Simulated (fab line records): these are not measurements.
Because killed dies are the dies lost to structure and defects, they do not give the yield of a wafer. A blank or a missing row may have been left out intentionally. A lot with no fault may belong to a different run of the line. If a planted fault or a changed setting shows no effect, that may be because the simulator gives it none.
fab line records + flow nand_harc
record
- lots=12
- wafers=36
- last_day=33
route steps=1302 shown P_ZERO_WELL@41 P_STI@84 END@1302
lots with no fault: from the same line, run without faults
start_h: start of the lot's first displayed wafer, in hours after the record's first day + wait_h: time in hours since the lot's previous step + " same as the row above + L1.1+2: a single row standing in for several wafers + - either no value or no given start + * or withheld: withheld + < > ~ a bound
route shown NAME@n: NAME is a module with steps in the file, n the number in the route of the first one + usual: mean/standard deviation of fault-free wafers + same: alike in all rows + chamber/n: place in a boat + sites: each site's reading + _std_site: the values' standard deviation + _edge_site: outer sites' mean less inner sites' + radius_mm: how far each site lies from the wafer's centre + mask NAME#n: copy n + behind: the last tool/chamber to shape the wafer + hold: reason for holding the lot/hours on hold/outcome of the hold + device: which transistor (n, p or np) failed to switch + end of line: tests of these same wafers at the route's end + step lacking rows: just its recipe + killed: not the wafer's yield, but the dies lost to structure and defects at the first sort + map: a wafer's dies, marking killed ones x, the rest . and places with no die _
set.NAME: the run value of the setting; set.NAME@STEP: its run value at that earlier step + model.NAME: the simulator's own value behind a step, which no gauge read
a sample of lots followed through the steps of the route, with each step as a table and each wafer as a row
services: a tool's chamber out of use, with start hour (start_h, from the record's first day; less than 0 if before it), hours out, and reason
## steps
# step NHARC_P_ZERO_WELL_EXPOSE_34
# recipe
- na=0.6
- target_cd_nm=720
- dose_mj=22.31
- mask_id=P_PWELL
| lot.wafer  | tool           | chamber | start_h | wait_h | mask         |
|------------|----------------|---------|---------|--------|--------------|
| L231.4+5+6 | krf_scanner-02 | 0       | 24.77   | -      | P_PWELL#0    |
| L233.1+4+5 | krf_scanner-03 | 0       | 44.61   | -      | P_PWELL_R1#0 |
| L243.1+3+4 | krf_scanner-02 | 0       | 143.94  | -      | P_PWELL#0    |
| L244.4+5+6 | krf_scanner-03 | 0       | 154.10  | -      | P_PWELL#0    |
| L245.2+4+5 | krf_scanner-02 | 0       | 164.14  | -      | P_PWELL#0    |
| L246.2+4+6 | krf_scanner-02 | 0       | 173.85  | -      | P_PWELL#0    |
| L247.1+2+6 | krf_scanner-02 | 0       | 183.72  | -      | P_PWELL#0    |
| L249.3+4+5 | krf_scanner-03 | 0       | 203.97  | -      | P_PWELL#0    |
| L250.3+4+5 | krf_scanner-04 | 0       | 213.84  | -      | P_PWELL#0    |
| L251.1+2+6 | krf_scanner-02 | 0       | 224.21  | -      | P_PWELL#0    |
| L252.2+5+6 | krf_scanner-02 | 0       | 233.96  | -      | P_PWELL#0    |
| L254.3+4+6 | krf_scanner-04 | 0       | 253.96  | -      | P_PWELL#0    |
# step NHARC_P_ZERO_WELL_CD_MEAS_37
# recipe
- target_cd_nm=720
- landing_energy_ev=500
# usual
- cd_nm=720.3/1.4
| lot.wafer | tool      | chamber | start_h | wait_h | cd_nm |
|-----------|-----------|---------|---------|--------|-------|
| L231.4    | cd_sem-01 | 0       | 24.92   | -      | 718.0 |
| L231.5    | "         | 0       | "       | "      | 720.4 |
| L231.6    | "         | 0       | "       | "      | 720.8 |
| L233.1    | cd_sem-02 | 0       | 44.77   | -      | 762.9 |
| L233.4    | "         | 0       | "       | "      | 763.6 |
| L233.5    | "         | 0       | "       | "      | 762.5 |
| L243.1    | cd_sem-02 | 0       | 144.09  | -      | 723.9 |
| L243.3    | "         | 0       | "       | "      | 719.1 |
| L243.4    | "         | 0       | "       | "      | 722.2 |
| L244.4    | cd_sem-02 | 0       | 154.25  | -      | 719.4 |
| L244.5    | "         | 0       | "       | "      | 720.2 |
| L244.6    | "         | 0       | "       | "      | 722.2 |
| L245.2    | cd_sem-03 | 0       | 164.29  | -      | 721.3 |
| L245.4    | "         | 0       | "       | "      | 721.6 |
| L245.5    | "         | 0       | "       | "      | 720.2 |
| L246.2    | cd_sem-01 | 0       | 174.01  | -      | 719.9 |
| L246.4    | "         | 0       | "       | "      | 718.8 |
| L246.6    | "         | 0       | "       | "      | 721.9 |
| L247.1    | cd_sem-03 | 0       | 183.88  | -      | 721.4 |
| L247.2    | "         | 0       | "       | "      | 719.2 |
| L247.6    | "         | 0       | "       | "      | 720.6 |
| L249.3    | cd_sem-02 | 0       | 204.13  | -      | 722.9 |
| L249.4    | "         | 0       | "       | "      | 722.3 |
| L249.5    | "         | 0       | "       | "      | 724.6 |
| L250.3    | cd_sem-02 | 0       | 213.99  | -      | 720.5 |
| L250.4    | "         | 0       | "       | "      | 721.6 |
| L250.5    | "         | 0       | "       | "      | 718.4 |
| L251.1    | cd_sem-03 | 0       | 224.37  | -      | 719.0 |
| L251.2    | "         | 0       | "       | "      | 721.1 |
| L251.6    | "         | 0       | "       | "      | 717.5 |
| L252.2    | cd_sem-01 | 0       | 234.11  | -      | 719.8 |
| L252.5    | "         | 0       | "       | "      | 720.5 |
| L252.6    | "         | 0       | "       | "      | 719.5 |
| L254.3    | cd_sem-03 | 0       | 254.11  | -      | 721.5 |
| L254.4    | "         | 0       | "       | "      | 718.0 |
| L254.6    | "         | 0       | "       | "      | 723.1 |
# step NHARC_P_STI_OVL_MEAS_10
# usual
- overlay_x_nm=0/6.8
- overlay_y_nm=0/5.2
| lot.wafer | tool       | chamber | start_h | wait_h | overlay_x_nm | overlay_y_nm |
|-----------|------------|---------|---------|--------|--------------|--------------|
| L231.4    | overlay-02 | -       | 47.96   | -      | 4            | 1            |
| L231.5    | "          | -       | "       | "      | 4            | 1            |
| L231.6    | "          | -       | "       | "      | 3            | 2            |
| L233.1    | overlay-01 | -       | 64.60   | -      | -11          | 1            |
| L233.4    | "          | -       | "       | "      | -11          | 2            |
| L233.5    | "          | -       | "       | "      | -10          | 1            |
| L243.1    | overlay-02 | -       | 164.40  | -      | 10           | -4           |
| L243.3    | "          | -       | "       | "      | 9            | -3           |
| L243.4    | "          | -       | "       | "      | 10           | -4           |
| L244.4    | overlay-02 | -       | 174.63  | -      | 4            | 2            |
| L244.5    | "          | -       | "       | "      | 4            | 2            |
| L244.6    | "          | -       | "       | "      | 4            | 2            |
| L245.2    | overlay-01 | -       | 182.78  | -      | 5            | 3            |
| L245.4    | "          | -       | "       | "      | 6            | 2            |
| L245.5    | "          | -       | "       | "      | 6            | 3            |
| L246.2    | overlay-01 | -       | 195.08  | -      | 1            | 9            |
| L246.4    | "          | -       | "       | "      | 1            | 9            |
| L246.6    | "          | -       | "       | "      | 1            | 9            |
| L247.1    | overlay-01 | -       | 201.99  | -      | -1           | -14          |
| L247.2    | "          | -       | "       | "      | -1           | -14          |
| L247.6    | "          | -       | "       | "      | -1           | -14          |
| L249.3    | overlay-01 | -       | 228.43  | -      | 4            | 1            |
| L249.4    | "          | -       | "       | "      | 4            | 0            |
| L249.5    | "          | -       | "       | "      | 4            | 1            |
| L250.3    | overlay-02 | -       | 238.98  | -      | -5           | -4           |
| L250.4    | "          | -       | "       | "      | -5           | -3           |
| L250.5    | "          | -       | "       | "      | -5           | -4           |
| L251.1    | overlay-01 | -       | 243.12  | -      | -6           | 1            |
| L251.2    | "          | -       | "       | "      | -6           | 2            |
| L251.6    | "          | -       | "       | "      | -6           | 1            |
| L252.2    | overlay-02 | -       | 252.98  | -      | -1           | 6            |
| L252.5    | "          | -       | "       | "      | -1           | 5            |
| L252.6    | "          | -       | "       | "      | -2           | 6            |
| L254.3    | overlay-01 | -       | 272.60  | -      | -4           | -6           |
| L254.4    | "          | -       | "       | "      | -4           | -6           |
| L254.6    | "          | -       | "       | "      | -4           | -7           |
# step NHARC_P_STI_DESCUM_14
# recipe
- time_s=3
- o2_flow_sccm=200
- ar_flow_sccm=0
- bias_power_w=0
- chemistry=O2
# usual
- drypump_motor_current_A=5.9/0.42
- oes_product_au=0.998/0.0082
- rf_vpp_V=57.9/0.88
- showerhead_plenum_p_Torr=1.94/0.066
- throttle_valve_pct=11.311/0.0084
| lot.wafer | tool        | chamber | start_h | wait_h | drypump_motor_current_A | oes_product_au | rf_hours_counter_h | rf_vpp_V | showerhead_plenum_p_Torr | throttle_valve_pct |
|-----------|-------------|---------|---------|--------|-------------------------|----------------|--------------------|----------|--------------------------|--------------------|
| L231.4    | rie_diel-12 | 3       | 48.14   | -      | 4.6                     | 1.018          | 7.7                | 56.3     | 2.06                     | 11.303             |
| L231.6    | "           | 2       | "       | "      | 6.4                     | 0.990          | -                  | 58.0     | 2.05                     | 11.308             |
| L231.5    | "           | 3       | "       | "      | 4.6                     | 1.008          | -                  | 56.8     | 2.07                     | 11.294             |
| L233.1    | rie_diel-03 | 1       | 64.77   | -      | 5.5                     | 0.985          | 5.1                | 58.3     | 2.02                     | 11.302             |
| L233.4    | "           | 0       | "       | "      | 5.8                     | 0.993          | 5.1                | 57.8     | 1.94                     | 11.311             |
| L233.5    | "           | 1       | "       | "      | 5.5                     | 0.985          | -                  | 58.8     | 2.02                     | 11.304             |
| L243.1    | rie_diel-03 | 3       | 164.57  | -      | 6.1                     | 0.990          | 2.6                | 57.9     | 1.89                     | 11.315             |
| L243.3    | "           | 1       | "       | "      | 5.5                     | 0.994          | 2.6                | 58.7     | 2.02                     | 11.312             |
| L243.4    | "           | 1       | "       | "      | 5.5                     | 0.998          | -                  | 57.1     | 2.02                     | 11.321             |
| L244.4    | rie_diel-12 | 0       | 174.83  | -      | 6.1                     | 0.997          | 6.7                | 59.0     | 1.96                     | 11.299             |
| L244.5    | "           | 1       | "       | "      | 6.0                     | 1.000          | -                  | 58.9     | 1.82                     | 11.305             |
| L244.6    | "           | 2       | "       | "      | 6.4                     | 0.991          | -                  | 58.3     | 2.05                     | 11.314             |
| L245.2    | rie_diel-01 | 2       | 182.96  | -      | 6.3                     | 1.007          | 10.7               | 57.8     | 1.98                     | 11.324             |
| L245.4    | "           | 2       | "       | "      | 6.3                     | 1.005          | -                  | 59.3     | 1.97                     | 11.316             |
| L245.5    | "           | 3       | "       | "      | 5.8                     | 1.000          | -                  | 58.3     | 1.87                     | 11.308             |
| L246.2    | rie_diel-03 | 3       | 195.25  | -      | 6.1                     | 0.996          | 4.4                | 55.6     | 1.89                     | 11.314             |
| L246.4    | "           | 2       | "       | "      | 5.8                     | 1.004          | 4.2                | 58.0     | 1.99                     | 11.316             |
| L246.6    | "           | 0       | "       | "      | 5.7                     | 0.983          | -                  | 59.3     | 1.94                     | 11.306             |
| L247.1    | rie_diel-01 | 0       | 202.16  | -      | 6.3                     | 1.013          | 14.0               | 57.6     | 1.90                     | 11.313             |
| L247.2    | "           | 3       | "       | "      | 5.8                     | 0.998          | 12.8               | 59.1     | 1.87                     | 11.312             |
| L247.6    | "           | 0       | "       | "      | 6.3                     | 1.001          | -                  | 57.6     | 1.90                     | 11.327             |
| L249.4    | rie_diel-12 | 1       | 228.62  | -      | 6.0                     | 0.989          | 8.4                | 57.9     | 1.82                     | 11.301             |
| L249.3    | "           | 2       | "       | "      | 6.4                     | 0.993          | 8.6                | 58.8     | 2.05                     | 11.324             |
| L249.5    | "           | 0       | "       | "      | 6.1                     | 0.993          | -                  | 58.7     | 1.96                     | 11.312             |
| L250.4    | rie_diel-12 | 1       | 239.17  | -      | 6.0                     | 1.001          | 9.7                | 57.8     | 1.82                     | 11.327             |
| L250.3    | "           | 2       | "       | "      | 6.3                     | 0.999          | 10.0               | 58.1     | 2.05                     | 11.312             |
| L250.5    | "           | 0       | "       | "      | 6.1                     | 0.994          | -                  | 59.0     | 1.96                     | 11.310             |
| L251.2    | rie_diel-01 | 2       | 243.31  | -      | 6.3                     | 1.013          | 2.8                | 58.3     | 1.97                     | 11.303             |
| L251.1    | "           | 3       | "       | "      | 5.9                     | 1.007          | 2.8                | 56.4     | 1.86                     | 11.310             |
| L251.6    | "           | 1       | "       | "      | 5.7                     | 1.003          | -                  | 57.6     | 1.88                     | 11.329             |
| L252.2    | rie_diel-03 | 3       | 253.17  | -      | 6.1                     | 1.004          | 6.2                | 58.7     | 1.89                     | 11.311             |
| L252.6    | "           | 1       | "       | "      | 5.5                     | 1.008          | -                  | 57.7     | 2.02                     | 11.317             |
| L252.5    | "           | 2       | "       | "      | 5.9                     | 1.004          | -                  | 56.4     | 1.99                     | 11.313             |
| L254.4    | rie_diel-01 | 1       | 272.77  | -      | 5.7                     | 0.998          | 5.8                | 58.3     | 1.88                     | 11.309             |
| L254.3    | "           | 2       | "       | "      | 6.3                     | 1.006          | 5.6                | 58.8     | 1.97                     | 11.305             |
| L254.6    | "           | 2       | "       | "      | 6.3                     | 1.009          | -                  | 58.7     | 1.97                     | 11.320             |
# step NHARC_P_STI_ETCH_31
# recipe
- target_depth_a=1089
- time_s=54.5
- cf4_flow_sccm=100
- chf3_flow_sccm=30
- ar_flow_sccm=0
- rf_w=500
- bias_w=200
- chemistry=CF4/CHF3
# usual
- drypump_motor_current_A=5.9/0.39
- oes_product_au=0.949/0.022
- rf_vpp_V=371.3/1.9
- showerhead_plenum_p_Torr=1.59/0.051
- throttle_valve_pct=16.801/0.0084
| lot.wafer | tool        | chamber | start_h | wait_h | drypump_motor_current_A | oes_product_au | rf_hours_counter_h | rf_vpp_V | showerhead_plenum_p_Torr | throttle_valve_pct |
|-----------|-------------|---------|---------|--------|-------------------------|----------------|--------------------|----------|--------------------------|--------------------|
| L231.4    | rie_diel-12 | 3       | -       | -      | 4.6                     | 0.935          | 7.8                | 375.3    | 1.69                     | 16.797             |
| L231.6    | "           | 0       | "       | "      | 6.1                     | 0.933          | -                  | 371.0    | 1.61                     | 16.804             |
| L231.5    | "           | 1       | "       | "      | 6.0                     | 0.910          | -                  | 367.2    | 1.50                     | 16.808             |
| L233.1    | rie_diel-03 | 1       | -       | -      | 5.5                     | 0.946          | 5.1                | 374.6    | 1.66                     | 16.794             |
| L233.4    | "           | 2       | "       | "      | 5.8                     | 0.935          | 5.8                | 372.1    | 1.63                     | 16.810             |
| L233.5    | "           | 0       | "       | "      | 5.8                     | 0.941          | -                  | 372.6    | 1.59                     | 16.778             |
| L243.1    | rie_diel-03 | 2       | -       | -      | 5.8                     | 0.913          | 2.5                | 371.6    | 1.63                     | 16.801             |
| L243.3    | "           | 1       | "       | "      | 5.5                     | 0.923          | 2.6                | 371.9    | 1.66                     | 16.803             |
| L243.4    | "           | 1       | "       | "      | 5.5                     | 0.922          | -                  | 373.5    | 1.66                     | 16.789             |
| L244.4    | rie_diel-12 | 1       | -       | -      | 6.0                     | 0.927          | 5.9                | 367.3    | 1.50                     | 16.791             |
| L244.5    | "           | 3       | "       | "      | 4.6                     | 0.930          | -                  | 374.9    | 1.69                     | 16.798             |
| L244.6    | "           | 0       | "       | "      | 6.1                     | 0.916          | -                  | 372.9    | 1.61                     | 16.794             |
| L245.2    | rie_diel-01 | 0       | -       | -      | 6.3                     | 0.929          | 11.3               | 370.3    | 1.56                     | 16.788             |
| L245.4    | "           | 3       | "       | "      | 5.8                     | 0.921          | -                  | 368.6    | 1.54                     | 16.795             |
| L245.5    | "           | 0       | "       | "      | 6.3                     | 0.923          | -                  | 369.7    | 1.56                     | 16.818             |
| L246.2    | rie_diel-03 | 0       | -       | -      | 5.7                     | 0.934          | 4.1                | 371.2    | 1.59                     | 16.810             |
| L246.4    | "           | 1       | "       | "      | 5.5                     | 0.967          | 4.0                | 371.9    | 1.66                     | 16.809             |
| L246.6    | "           | 2       | "       | "      | 5.9                     | 0.973          | -                  | 372.4    | 1.63                     | 16.802             |
| L247.2    | rie_diel-01 | 1       | -       | -      | 5.7                     | 0.959          | 13.1               | 369.8    | 1.55                     | 16.805             |
| L247.1    | "           | 0       | "       | "      | 6.3                     | 0.972          | 14.0               | 370.6    | 1.56                     | 16.808             |
| L247.6    | "           | 1       | "       | "      | 5.7                     | 0.961          | -                  | 371.4    | 1.55                     | 16.797             |
| L249.3    | rie_diel-12 | 1       | -       | -      | 6.0                     | 0.968          | 8.4                | 369.9    | 1.50                     | 16.814             |
| L249.4    | "           | 0       | "       | "      | 6.1                     | 0.945          | 8.9                | 371.6    | 1.61                     | 16.795             |
| L249.5    | "           | 2       | "       | "      | 6.3                     | 0.959          | -                  | 373.7    | 1.68                     | 16.802             |
| L250.3    | rie_diel-12 | 0       | -       | -      | 6.1                     | 0.946          | 10.1               | 371.5    | 1.61                     | 16.798             |
| L250.4    | "           | 2       | "       | "      | 6.3                     | 0.971          | 10.1               | 372.4    | 1.68                     | 16.812             |
| L250.5    | "           | 0       | "       | "      | 6.1                     | 0.955          | -                  | 370.0    | 1.61                     | 16.796             |
| L251.1    | rie_diel-01 | 2       | -       | -      | 6.3                     | 0.964          | 2.8                | 371.1    | 1.62                     | 16.800             |
| L251.2    | "           | 3       | "       | "      | 5.8                     | 0.973          | 2.8                | 368.5    | 1.54                     | 16.820             |
| L251.6    | "           | 2       | "       | "      | 6.3                     | 0.975          | -                  | 372.7    | 1.62                     | 16.793             |
| L252.2    | rie_diel-03 | 0       | -       | -      | 5.7                     | 0.969          | 6.7                | 372.5    | 1.59                     | 16.803             |
| L252.6    | "           | 1       | "       | "      | 5.5                     | 0.957          | -                  | 374.4    | 1.66                     | 16.826             |
| L252.5    | "           | 2       | "       | "      | 5.9                     | 0.964          | -                  | 373.1    | 1.63                     | 16.803             |
| L254.4    | rie_diel-01 | 1       | -       | -      | 5.7                     | 0.934          | 5.9                | 369.5    | 1.55                     | 16.798             |
| L254.3    | "           | 2       | "       | "      | 6.3                     | 0.957          | 5.7                | 371.7    | 1.62                     | 16.803             |
| L254.6    | "           | 0       | "       | "      | 6.3                     | 0.950          | -                  | 369.9    | 1.56                     | 16.799             |
# step NHARC_END_SORT_01
# recipe
- temp_c=25
# usual
- killed_at_array=52/18
- killed_at_other=0.6/1.1
- killed_at_periphery=3.7/2.4
- killed_dies=57/19
- killed_open=3.1/1.7
- killed_short=2.5/1.7
# same
- gross_dies=677
| lot.wafer | tool      | chamber | start_h | wait_h | killed_at_array | killed_at_other | killed_at_periphery | killed_dies | killed_open | killed_short |
|-----------|-----------|---------|---------|--------|-----------------|-----------------|---------------------|-------------|-------------|--------------|
| L243.1    | prober-01 | 0       | 694.03  | 2.5    | 76              | 7               | 4                   | 87          | 1           | 0            |
| L243.3    | prober-01 | 0       | 695.63  | 3.1    | 80              | 1               | 3                   | 84          | 3           | 2            |
| L243.4    | prober-01 | 0       | 696.43  | 3.4    | 82              | 0               | 3                   | 85          | 4           | 3            |
| L246.2    | prober-02 | 0       | 733.91  | 2.8    | 41              | 1               | 1                   | 43          | 4           | 9            |
| L246.4    | prober-02 | 0       | 735.50  | 3.4    | 22              | 3               | 5                   | 30          | 4           | 1            |
| L246.6    | prober-02 | 0       | 737.10  | 4.0    | 25              | 1               | 5                   | 31          | 4           | 0            |
| L245.2    | prober-01 | 0       | 738.36  | 2.8    | 43              | 1               | 9                   | 53          | 6           | 3            |
| L245.4    | prober-01 | 0       | 739.97  | 3.4    | 50              | 0               | 3                   | 53          | 1           | 5            |
| L245.5    | prober-01 | 0       | 740.78  | 3.7    | 50              | 0               | 7                   | 57          | 4           | 5            |
| L251.1    | prober-01 | 0       | 750.46  | 2.5    | 27              | 2               | 4                   | 33          | 6           | 3            |
| L251.2    | prober-01 | 0       | 751.23  | 2.8    | 46              | 0               | 5                   | 51          | 2           | 4            |
| L251.6    | prober-01 | 0       | 754.33  | 3.9    | 47              | 0               | 1                   | 48          | 3           | 2            |
| L249.3    | prober-02 | 0       | 752.03  | 3.1    | 63              | 0               | 8                   | 71          | 7           | 0            |
| L249.4    | prober-02 | 0       | 752.82  | 3.4    | 62              | 0               | 10                  | 72          | 1           | 5            |
| L249.5    | prober-02 | 0       | 753.61  | 3.7    | 53              | 0               | 6                   | 59          | 4           | 3            |
| L250.3    | prober-01 | 0       | 764.83  | 3.1    | 77              | 0               | 4                   | 81          | 7           | 1            |
| L250.4    | prober-01 | 0       | 765.63  | 3.4    | 71              | 0               | 4                   | 75          | 4           | 3            |
| L250.5    | prober-01 | 0       | 766.43  | 3.7    | 53              | 0               | 5                   | 58          | 6           | 0            |
| L254.3    | prober-01 | 0       | 796.18  | 3.1    | 64              | 0               | 3                   | 67          | 3           | 3            |
| L254.4    | prober-01 | 0       | 796.98  | 3.4    | 60              | 2               | 1                   | 63          | 1           | 3            |
| L254.6    | prober-01 | 0       | 798.60  | 4.0    | 65              | 1               | 2                   | 68          | 3           | 2            |
# killed by level:class
L243.1 A_CHANNEL_HOLE_D1:chamber_film_flake=29 A_SLIT:chamber_film_flake=29 A_CHANNEL_HOLE_D2:chamber_film_flake=12 THIN_TSV:chamber_film_flake=6 A_STAIRCASE:chamber_film_flake=2 A_M1:chamber_film_flake=2 STARTING-WAFER:geometric_particle:open=1 P_ZERO_WELL:chamber_film_flake=1
L243.3 A_SLIT:chamber_film_flake=37 A_CHANNEL_HOLE_D1:chamber_film_flake=19 A_CHANNEL_HOLE_D2:chamber_film_flake=16 A_ONON_D1:geometric_particle:short=2 A_CONTACT:chamber_film_flake=2 A_DECK1_JOINT:geometric_particle:open=1 A_CONTACT:geometric_particle:open=1 A_M0:geometric_particle:open=1
L243.4 A_SLIT:chamber_film_flake=30 A_CHANNEL_HOLE_D1:chamber_film_flake=29 A_CHANNEL_HOLE_D2:chamber_film_flake=8 A_CONTACT:chamber_film_flake=4 A_WL_FILL:geometric_particle:open=2 A_WL_FILL:chamber_film_flake=2 P_GATE:geometric_particle:open=1 P_CONTACT:geometric_particle:short=1
L246.2 A_CHANNEL_HOLE_D1:chamber_film_flake=10 A_SLIT:chamber_film_flake=9 A_CONTACT:chamber_film_flake=4 A_STAIRCASE:chamber_film_flake=3 A_DECK1_JOINT:geometric_particle:short=2 A_SOURCE_PLATE:geometric_particle:open=1 A_ONON_D1:geometric_particle:open=1 A_CHANNEL_HOLE_D1:geometric_particle:short=1
L246.4 A_CHANNEL_HOLE_D1:chamber_film_flake=9 A_SLIT:chamber_film_flake=5 P_M2:chamber_film_flake=3 A_CONTACT:chamber_film_flake=3 A_CHANNEL_FILL_D2:geometric_particle:open=2 THIN_TSV:chamber_film_flake=2 P_M2:geometric_particle:open=1 A_ONON_D1:geometric_particle:open=1
L246.6 A_CHANNEL_HOLE_D1:chamber_film_flake=9 A_SLIT:chamber_film_flake=6 A_STAIRCASE:chamber_film_flake=3 A_M0:geometric_particle:open=2 P_GATE:chamber_film_flake=2 A_WL_FILL:chamber_film_flake=2 P_M0:geometric_particle:open=1 A_CHANNEL_FILL_D1:geometric_particle:open=1
L245.2 A_CHANNEL_HOLE_D2:chamber_film_flake=19 A_CHANNEL_HOLE_D1:chamber_film_flake=7 P_M1:chamber_film_flake=5 A_STAIRCASE:chamber_film_flake=4 A_SLIT:chamber_film_flake=3 A_DECK1_JOINT:geometric_particle:open=2 A_ONON_D2:geometric_particle:short=2 A_M0:geometric_particle:open=2
L245.4 A_CHANNEL_HOLE_D2:chamber_film_flake=22 A_CHANNEL_HOLE_D1:chamber_film_flake=9 A_CONTACT:chamber_film_flake=6 A_STAIRCASE:chamber_film_flake=4 A_ONON_D1:geometric_particle:short=2 A_CHANNEL_FILL_D1:geometric_particle:short=2 A_ONON_D1:geometric_particle:open=1 A_CHANNEL_HOLE_D2:geometric_particle:short=1
L245.5 A_CHANNEL_HOLE_D2:chamber_film_flake=19 A_STAIRCASE:chamber_film_flake=7 A_CHANNEL_HOLE_D1:chamber_film_flake=6 A_CONTACT:chamber_film_flake=5 P_CONTACT:chamber_film_flake=4 A_SLIT:chamber_film_flake=4 A_CHANNEL_HOLE_D1:geometric_particle:short=3 P_M1:chamber_film_flake=2
L251.1 A_CHANNEL_HOLE_D1:chamber_film_flake=17 P_M0:geometric_particle:open=2 A_CHANNEL_HOLE_D2:chamber_film_flake=2 P_GATE:geometric_particle:open=1 P_M0:geometric_particle:short=1 A_SOURCE_PLATE:geometric_particle:open=1 A_ONON_D1:geometric_particle:short=1 A_SGD_CUT:geometric_particle:open=1
L251.2 A_CHANNEL_HOLE_D1:chamber_film_flake=26 A_CONTACT:chamber_film_flake=5 A_M1:chamber_film_flake=4 P_GATE:chamber_film_flake=3 A_SLIT:chamber_film_flake=3 P_M1:geometric_particle:short=2 A_WL_FILL:chamber_film_flake=2 A_ONON_D1:geometric_particle:short=1
L249.3 A_SLIT:chamber_film_flake=24 A_CHANNEL_HOLE_D2:chamber_film_flake=16 A_CHANNEL_HOLE_D1:chamber_film_flake=11 A_STAIRCASE:chamber_film_flake=4 P_M2:chamber_film_flake=3 A_DECK1_JOINT:chamber_film_flake=3 P_GATE:chamber_film_flake=2 P_GATE:geometric_particle:open=1
L249.4 A_SLIT:chamber_film_flake=25 A_CHANNEL_HOLE_D2:chamber_film_flake=16 A_CHANNEL_HOLE_D1:chamber_film_flake=12 P_M2:chamber_film_flake=5 P_GATE:chamber_film_flake=3 A_STAIRCASE:chamber_film_flake=3 A_ONON_D2:geometric_particle:short=2 P_M1:geometric_particle:short=1
L249.5 A_SLIT:chamber_film_flake=27 A_CHANNEL_HOLE_D2:chamber_film_flake=12 A_CHANNEL_HOLE_D1:chamber_film_flake=6 P_GATE:chamber_film_flake=3 A_WL_FILL:geometric_particle:short=2 P_M2:chamber_film_flake=2 P_CONTACT:geometric_particle:open=1 A_ONON_D1:geometric_particle:open=1
L251.6 A_CHANNEL_HOLE_D1:chamber_film_flake=28 A_SLIT:chamber_film_flake=5 A_STAIRCASE:chamber_film_flake=3 A_CONTACT:chamber_film_flake=2 A_ONON_D1:geometric_particle:short=1 A_ONON_D2:geometric_particle:open=1 A_CHANNEL_FILL_D2:geometric_particle:open=1 A_CHANNEL_FILL_D2:geometric_particle:short=1
L250.3 A_CHANNEL_HOLE_D2:chamber_film_flake=23 A_SLIT:chamber_film_flake=22 A_CHANNEL_HOLE_D1:chamber_film_flake=12 A_CONTACT:chamber_film_flake=8 A_ONON_D2:geometric_particle:open=3 P_M1:geometric_particle:open=2 A_CHANNEL_FILL_D1:chamber_film_flake=2 A_SGD_CUT:chamber_film_flake=2
L250.4 A_CHANNEL_HOLE_D2:chamber_film_flake=25 A_SLIT:chamber_film_flake=22 A_CHANNEL_HOLE_D1:chamber_film_flake=8 P_GATE:chamber_film_flake=4 A_CONTACT:chamber_film_flake=4 A_M1:chamber_film_flake=4 A_ONON_D1:geometric_particle:short=1 A_ONON_D1:geometric_particle:open=1
L250.5 A_SLIT:chamber_film_flake=20 A_CHANNEL_HOLE_D1:chamber_film_flake=15 A_CHANNEL_HOLE_D2:chamber_film_flake=10 A_BLC:geometric_particle:open=3 P_GATE:chamber_film_flake=3 A_CONTACT:chamber_film_flake=3 P_GATE:geometric_particle:open=1 P_M1:geometric_particle:open=1
L254.3 A_SLIT:chamber_film_flake=26 A_CHANNEL_HOLE_D2:chamber_film_flake=15 A_CONTACT:chamber_film_flake=9 A_DECK1_JOINT:chamber_film_flake=3 A_CHANNEL_FILL_D2:chamber_film_flake=2 A_BLC:chamber_film_flake=2 P_M2:geometric_particle:short=1 A_ONON_D1:geometric_particle:short=1
L254.4 A_SLIT:chamber_film_flake=26 A_CHANNEL_HOLE_D2:chamber_film_flake=17 A_CONTACT:chamber_film_flake=6 A_ZERO_WELL:chamber_film_flake=3 A_BLC:chamber_film_flake=2 THIN_TSV:chamber_film_flake=2 P_CONTACT:geometric_particle:open=1 A_CHANNEL_FILL_D1:geometric_particle:short=1
L254.6 A_SLIT:chamber_film_flake=26 A_CHANNEL_HOLE_D2:chamber_film_flake=22 A_CONTACT:chamber_film_flake=7 A_BLC:chamber_film_flake=3 A_STAIRCASE:chamber_film_flake=2 A_DECK1_JOINT:geometric_particle:short=1 A_ONON_D2:geometric_particle:open=1 A_CHANNEL_FILL_D2:geometric_particle:short=1
## services
| tool           | chamber | start_h | hours | kind   |
|----------------|---------|---------|-------|--------|
| krf_scanner-03 | -       | 12.76   | 1.3   | repair |
| rie_diel-12    | 0       | 15.94   | 4.5   | repair |
| rie_diel-01    | -       | 26.80   | 9.0   | pm     |
| krf_scanner-03 | -       | 38.57   | 0.5   | repair |
| rie_diel-01    | 2       | 45.34   | 5.1   | repair |
| krf_scanner-03 | -       | 52.00   | 4.0   | pm     |
| rie_diel-12    | -       | 83.97   | 0.7   | repair |
| rie_diel-12    | -       | 91.40   | 9.0   | pm     |
| krf_scanner-02 | -       | 94.00   | 4.0   | pm     |
| rie_diel-03    | -       | 104.30  | 9.0   | pm     |
| rie_diel-01    | -       | 130.92  | 1.2   | repair |
| krf_scanner-03 | -       | 131.90  | 0.9   | repair |
| krf_scanner-02 | -       | 135.73  | 0.1   | repair |
| krf_scanner-03 | -       | 144.36  | 1.5   | repair |
| rie_diel-01    | 1       | 160.13  | 15.5  | repair |
| rie_diel-03    | 0       | 163.06  | 5.1   | repair |
| rie_diel-01    | 1       | 180.69  | 8.6   | repair |
| rie_diel-01    | 2       | 193.12  | 6.9   | repair |
| rie_diel-01    | -       | 203.80  | 9.0   | pm     |
| rie_diel-12    | 3       | 214.58  | 1.2   | repair |
| rie_diel-03    | 3       | 222.16  | 2.8   | repair |
| krf_scanner-02 | -       | 226.06  | 0.3   | repair |
| krf_scanner-02 | -       | 266.00  | 4.0   | pm     |
| rie_diel-12    | -       | 268.40  | 9.0   | pm     |
## key
first_sign
- step=NHARC_P_ZERO_WELL_EXPOSE_34
- reading=mask
- direction=changed
effect
- step=NHARC_P_ZERO_WELL_CD_MEAS_37
- reading=cd_nm
- direction=up
- sigmas=30
- usual=720.3
- struck=763.0
met_at NHARC_P_ZERO_WELL_EXPOSE_34
struck_lots L233
tester_left_out L233
not_acting_at NHARC_P_STI_OVL_MEAS_10,NHARC_P_STI_DESCUM_14,NHARC_P_STI_ETCH_31
fault
- kind=wrong_mask
- tool=any
- chamber=-
- onset_h=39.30
- steps=NHARC_P_ZERO_WELL_EXPOSE_34
- aux_copy=P_PWELL_R1#0
- cd_offset_nm=42.988
- scope=struck_lots_only
# tester_left_out: of these lots the tester's yield and bins aren't shown, on N5 and GAA mostly nor the transistor test; their killed dies are dies lost to structure and defects alone, not to doping, threshold or leakage, so they don't give the yield
